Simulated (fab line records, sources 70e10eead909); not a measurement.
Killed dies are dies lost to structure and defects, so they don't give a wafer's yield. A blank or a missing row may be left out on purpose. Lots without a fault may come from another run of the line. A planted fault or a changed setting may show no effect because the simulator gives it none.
Problem report in the 8D (eight disciplines) form, filled by code | flow nand_harc | the parts of the form that need people (team, actions taken, sign-off) are left out

1. THE PROBLEM
thk_nm at NHARC_A_BONDPAD_THK_MEAS_30 reads a mean of 172.4 nm on 1 wafer of 1 lot; wafers without a fault read 199.9 nm with a standard deviation of 1.4. That is -20 standard deviations from the usual mean.
The step: measures by ellipsometry.
First seen on wafer L593.5, day 30 23:22, on film_metro-02. The record holds 39 wafers of 13 lots with a number at this step. Rule for "out", or "out of limits": more than 4 standard deviations from the usual mean. The other wafers with a number count as sound.

2. WHAT IT IS AND WHAT IT IS NOT
question                    | is                | is not
which readings at this step | thk_nm            | -
which lots                  | L593              | L574, L575, L576, L577, L578, L579, L580, L582, L583, L584, L594, L596
which wafers of those lots  | L593.5            | L593.4, L593.6
read on which gauges        | film_metro-02     | film_metro-01
when                        | from day 30 23:22 | up to then (32 sound wafers); but 6 sound wafers of L594, L596 came after

3. SUSPECTS, AND WHAT RULES EACH OUT
Counting: a tool at a process step up to the reading stays a suspect if it ran every lot that is out. Sound lots after the first of them don't rule it out here, since some wafers of a struck lot are sound.
- the gauge at NHARC_A_BONDPAD_THK_MEAS_30: kept. All the wafers that are out were read on film_metro-02, and no step on other tools shows them out.
- pvd_sputter-02 at NHARC_A_M1_DEGAS_29 (time 60 s): kept. It ran the lot that is out, L593 (day 30 20:29); its last sound lot up to then is L579 (day 25 04:43).
- pecvd-04 at NHARC_A_BONDPAD_DEP_00 (deposits SiCN, target thk 250 nm): kept. It ran the lot that is out, L593 (day 30 22:50); its last sound lot up to then is L582 (day 26 21:31).
- Within pecvd-04 at NHARC_A_BONDPAD_DEP_00: the wafers that are out ran in chamber 0; their sound lot-mates ran in chambers 1, 2.
Left after counting: pvd_sputter-02 at NHARC_A_M1_DEGAS_29, pecvd-04 at NHARC_A_BONDPAD_DEP_00, film_metro-02 at NHARC_A_BONDPAD_THK_MEAS_30.

4. THE CAUSE (what the simulator had put in)
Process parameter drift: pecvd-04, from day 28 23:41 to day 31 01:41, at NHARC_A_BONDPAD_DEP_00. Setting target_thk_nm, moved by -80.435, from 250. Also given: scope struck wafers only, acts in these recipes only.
Counting left 3 suspects, and this tool is among them.

5. THE CHAIN OF EFFECTS, in route order
Each row: a reading whose mean over the struck wafers that have a number lies more than 3 standard deviations from the usual. Only readings for which the record gives a usual standard deviation are gone through. hours: the time from each lot's start at the first step in this table that gives one to its start at this step, as a median over the lots. sigmas: the change in usual standard deviations.
hours | step                        | reading | usual    | on struck wafers | change | sigmas
0     | NHARC_A_BONDPAD_THK_MEAS_30 | thk_nm  | 199.9 nm | 172.4            | -27.5  | -20
Later measuring or inspecting steps at which every struck wafer that the step has a row for has a number for every such reading, and none has moved that far: NHARC_A_BONDPAD_OVL_MEAS_35, NHARC_END_SORT_01.

6. WHAT WOULD HAVE CAUGHT IT SOONER
In this record the first reading out of limits at a measuring or inspecting step was taken at day 30 23:22, 48 hours after the fault began at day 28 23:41.
Of the tool readings at NHARC_A_BONDPAD_DEP_00 for which the record gives a usual standard deviation, none was out on any struck wafer, so an alarm limit of 4 standard deviations on them would not have fired.
All the lots that are out (1) had begun NHARC_A_BONDPAD_DEP_00 on pecvd-04 by day 30 23:22. A hold on the tool at that time would have spared none of them.
